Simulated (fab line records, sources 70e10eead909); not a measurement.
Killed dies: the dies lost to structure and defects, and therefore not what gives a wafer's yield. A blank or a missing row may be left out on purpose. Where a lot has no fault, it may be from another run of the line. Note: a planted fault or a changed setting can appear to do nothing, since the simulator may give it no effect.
What tool caused it? || flow nandHarc || 40 wafers from 14 lots sampled at 2 of the route's 1302 steps

WHAT THE GAUGES SHOWED, per wafer
NHARC_P_ZERO_WELL_CD_MEAS_24: the cd target is 720 nm.
{"lot": "L410", "measured": "day 1 22:21", "on": "cdSem-01", "cdNm (nm)": "720.9 718.4 719.6"}
{"lot": "L411", "measured": "day 2 09:29", "on": "cdSem-01", "cdNm (nm)": "717.6 718.5 717.5"}
{"lot": "L412", "measured": "day 2 18:36", "on": "cdSem-03", "cdNm (nm)": "719.8 718.6 718.1"}
{"lot": "L413", "measured": "day 3 04:37", "on": "cdSem-01", "cdNm (nm)": "716.4 717.8 719.4"}
{"lot": "L414", "measured": "day 3 14:29", "on": "cdSem-02", "cdNm (nm)": "718.4 721.7 717.8"}
{"lot": "L415", "measured": "day 4 00:35", "on": "cdSem-03", "cdNm (nm)": "720.4 718.6 718.4"}
{"lot": "L417", "measured": "day 4 20:47", "on": "cdSem-01", "cdNm (nm)": "720.8 721.3 721.0"}
{"lot": "L422", "measured": "day 6 22:39", "on": "cdSem-03", "cdNm (nm)": 722.2}
{"lot": "L425", "measured": "day 8 04:35", "on": "cdSem-03", "cdNm (nm)": "722.2 720.1 719.0"}
{"lot": "L427", "measured": "day 9 00:37", "on": "cdSem-01", "cdNm (nm)": "720.4 720.0 720.7"}
{"lot": "L429", "measured": "day 9 20:31", "on": "cdSem-03", "cdNm (nm)": "719.4 721.6 721.9"}
{"lot": "L430", "measured": "day 10 06:39", "on": "cdSem-01", "cdNm (nm)": "719.4 720.2 718.7"}
{"lot": "L431", "measured": "day 10 16:38", "on": "cdSem-02", "cdNm (nm)": "719.6 719.7 719.1"}
{"lot": "L433", "measured": "day 11 12:29", "on": "cdSem-01", "cdNm (nm)": "721.6 722.6 718.2"}

NHARC_P_GATE_CD_MEAS_11: the cd target is 1640 nm.
{"lot": "L410", "measured": "day 4 12:32", "on": "cdSem-02", "cdNm (nm)": "1639.9 1639.3 1637.7"}
{"lot": "L411", "measured": "day 4 17:22", "on": "cdSem-01", "cdNm (nm)": "1639.5 1638.1 1642.4"}
{"lot": "L412", "measured": "day 5 03:22", "on": "cdSem-02", "cdNm (nm)": "1640.5 1643.7 1639.7"}
{"lot": "L413", "measured": "day 5 15:40", "on": "cdSem-03", "cdNm (nm)": "1639.0 1640.6 1642.4"}
{"lot": "L414", "measured": "day 6 00:18", "on": "cdSem-02", "cdNm (nm)": "1640.1 1636.4 1641.5"}
{"lot": "L415", "measured": "day 6 07:16", "on": "cdSem-02", "cdNm (nm)": "1640.5 1637.5 1639.1"}
{"lot": "L417", "measured": "day 7 05:47", "on": "cdSem-03", "cdNm (nm)": "1639.4 1639.1 1635.4"}
{"lot": "L422", "measured": "day 9 08:54", "on": "cdSem-01", "cdNm (nm)": 1641.3}
{"lot": "L425", "measured": "day 10 11:56", "on": "cdSem-03", "cdNm (nm)": "1639.7 1637.4 1640.2"}
{"lot": "L427", "measured": "day 11 12:21", "on": "cdSem-03", "cdNm (nm)": "1643.0 1642.3 1641.1"}
{"lot": "L429", "measured": "day 12 09:34", "on": "cdSem-03", "cdNm (nm)": "1641.6 1643.5 1640.4"}
{"lot": "L430", "measured": "day 12 18:19", "on": "cdSem-02", "cdNm (nm)": "1637.8 1638.8 1640.4"}
{"lot": "L431", "measured": "day 13 06:28", "on": "cdSem-02", "cdNm (nm)": "1640.4 1637.3 1640.4"}
{"lot": "L433", "measured": "day 13 22:37", "on": "cdSem-03", "cdNm (nm)": "1638.1 1635.4 1643.0"}

EACH LOT AND THE TOOL THAT RAN IT (in order: tool; ch and the chambers of the sampled wafers; start)
The record shows no process step preceding these readings.

WHAT THE TOOLS THEMSELVES READ (means of the sampled wafers that have a number; where no wafer has one, the mark that the record gives instead)
The record holds no such reading with a usual standard deviation.

THE ANSWER, worked out from the rows above alone
Rule: what is usual is taken from the lots themselves. Put in order of their means at a reading, lots are off if they are a third of the lots or fewer, leave a main group of 4 or more, and stand apart from it by a gap of 3 or more times the standard deviation of the main group's means; of several such gaps the widest counts. The tables above print the reading to a certain number of digits; a main group whose means all agree to those digits is not used. A lot without any number at a reading at which 4 lots or more have one is off too. Any other lot the step has rows for is counted as sound. First the gauges in route order, then the tools' own readings, where a lot's mean is used as printed above. The first step at which some lot is off is used, and at that step the reading that is off furthest; a lot without a number counts as furthest.
No lot is off on any of the readings shown, so nothing can be concluded from this.

WHAT THE SIMULATOR HAD INSERTED
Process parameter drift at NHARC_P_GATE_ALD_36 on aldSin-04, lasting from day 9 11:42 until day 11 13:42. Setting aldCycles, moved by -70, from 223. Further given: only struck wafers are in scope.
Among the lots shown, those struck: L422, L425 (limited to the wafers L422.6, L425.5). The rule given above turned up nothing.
